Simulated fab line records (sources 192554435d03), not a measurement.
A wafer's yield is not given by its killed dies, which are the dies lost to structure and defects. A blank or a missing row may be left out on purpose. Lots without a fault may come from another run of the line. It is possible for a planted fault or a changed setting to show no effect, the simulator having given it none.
Problem report, 8D (eight disciplines) form, completed by code	flow n5-finfet	the parts of the form that need people (team, actions taken, sign-off) are left out

1. WHAT IS WRONG
Wafers with no fault read 342.0 W with a standard deviation of 1.6, whereas rf-fwd-power-W at N5_BEOL_M7_VIA_ETCH_34 reads a mean of 425.8 W on 1 wafer of 1 lot. Relative to the usual mean, that is a shift of +52 standard deviations.
The step: etches SiCOH lowk in C4F6/O2, target depth 125.5 nm, time 50.5 s.
The first sign was on wafer L907.1 at day 13 09:19, on rie-diel-02. The record has a number at this step for 15 wafers belonging to 5 lots. Rule for "out" (also "out of limits"): further than 4 standard deviations from the usual mean. The rest of the wafers with a number are treated as sound.

2. WHAT IT IS, AND WHAT IT ISN'T
question	is	is not
which readings at this step	rf-fwd-power-W, rf-vpp-V	bias-w, drypump-motor-current-A, oes_ar_750_au, oes-product-au, showerhead-plenum-p-Torr, throttle-valve-pct
which lots	L907	L902, L905, L912, L918
which wafers of those lots	L907.1	L907.3, L907.4
read on which tools	rie-diel-02	rie-diel-01
when	from day 13 09:19	up to then (8 sound wafers); but 6 sound wafers of L912, L918 came after

3. SUSPECTS, AND WHAT RULES EACH OUT
Counting: if a tool at a process step up to the reading ran every lot that is out, it stays a suspect. Sound lots after the first of them don't rule it out here, since some wafers of a struck lot are sound.
- rie-diel-02 at N5_BEOL_M7_DESCUM_33 (chemistry O2, time 7 s): kept. The lot that is out, L907, ran on it at day 13 09:08; the last sound lot it ran before that was L905, at day 12 08:22.
- rie-diel-02 at N5_BEOL_M7_ETCH_72 (etches underlayer in N2/H2, target depth 6.5 nm, time 5.2 s): kept. The lot that is out, L907, ran on it at day 13 09:10; the last sound lot it ran before that was L905, at day 12 08:24.
- rie-diel-02 at N5_BEOL_M7_ETCH_65 (etches SiARC in CF4, target depth 15.6 nm, time 26 s): kept. The lot that is out, L907, ran on it at day 13 09:11; the last sound lot it ran before that was L905, at day 12 08:25.
- rie-diel-02 at N5_BEOL_M7_ETCH_66 (etches SOC in N2/H2, target depth 80 nm, overetch 16 nm, time 120 s): kept. The lot that is out, L907, ran on it at day 13 09:13; the last sound lot it ran before that was L905, at day 12 08:27.
- rie-diel-02 at N5_BEOL_M7_VIA_ETCH_34 (etches SiCOH lowk in C4F6/O2, target depth 125.5 nm, time 50.5 s): kept. The lot that is out, L907, ran on it at day 13 09:19; the last sound lot it ran before that was L905, at day 12 08:33. Out on those wafers are its own readings of rf-fwd-power-W, rf-vpp-V.
- rie-diel-02, N5_BEOL_M7_DESCUM_33: wafers that are out in chamber 1, sound lot-mates in chambers 0, 2.
- rie-diel-02, N5_BEOL_M7_ETCH_72: wafers that are out in chamber 1, sound lot-mates in chambers 0, 2.
- rie-diel-02, N5_BEOL_M7_ETCH_65: wafers that are out in chamber 1, sound lot-mates in chambers 0, 2.
- rie-diel-02, N5_BEOL_M7_ETCH_66: wafers that are out in chamber 1, sound lot-mates in chambers 0, 2.
- rie-diel-02, N5_BEOL_M7_VIA_ETCH_34: wafers that are out in chamber 1, sound lot-mates in chambers 0, 2.
Left after counting: rie-diel-02 at N5_BEOL_M7_DESCUM_33, rie-diel-02 at N5_BEOL_M7_ETCH_72, rie-diel-02 at N5_BEOL_M7_ETCH_65, rie-diel-02 at N5_BEOL_M7_ETCH_66, rie-diel-02 at N5_BEOL_M7_VIA_ETCH_34.

4. THE CAUSE (what the simulator had put in)
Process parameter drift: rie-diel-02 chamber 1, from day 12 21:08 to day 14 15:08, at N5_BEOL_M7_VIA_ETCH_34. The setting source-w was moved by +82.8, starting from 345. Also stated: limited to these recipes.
5 suspects survive the count, and this tool is in that group.

5. THE CHAIN OF EFFECTS, in route order
Each row: a reading whose mean over the struck wafers that have a number lies more than 3 standard deviations from the usual. Only readings for which the record gives a usual standard deviation are gone through. hours: the time from each lot's start at the first step in this table that gives one to its start at this step, as a median over the lots. sigmas: the change in usual standard deviations.
hours	step	reading	usual	on struck wafers	change	sigmas
0	N5_BEOL_M7_VIA_ETCH_34	rf-fwd-power-W	342.0 W	425.8	+83.8	+52
0	N5_BEOL_M7_VIA_ETCH_34	rf-vpp-V	664 V	610	-54	-5.5
Here are the process steps it includes:
- N5_BEOL_M7_VIA_ETCH_34: etches SiCOH lowk in C4F6/O2, target depth 125.5 nm, time 50.5 s.

6. WHAT WOULD HAVE CAUGHT IT SOONER
In this record no reading fell out of limits until day 13 09:19, 12 hours after the fault had begun at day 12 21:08.
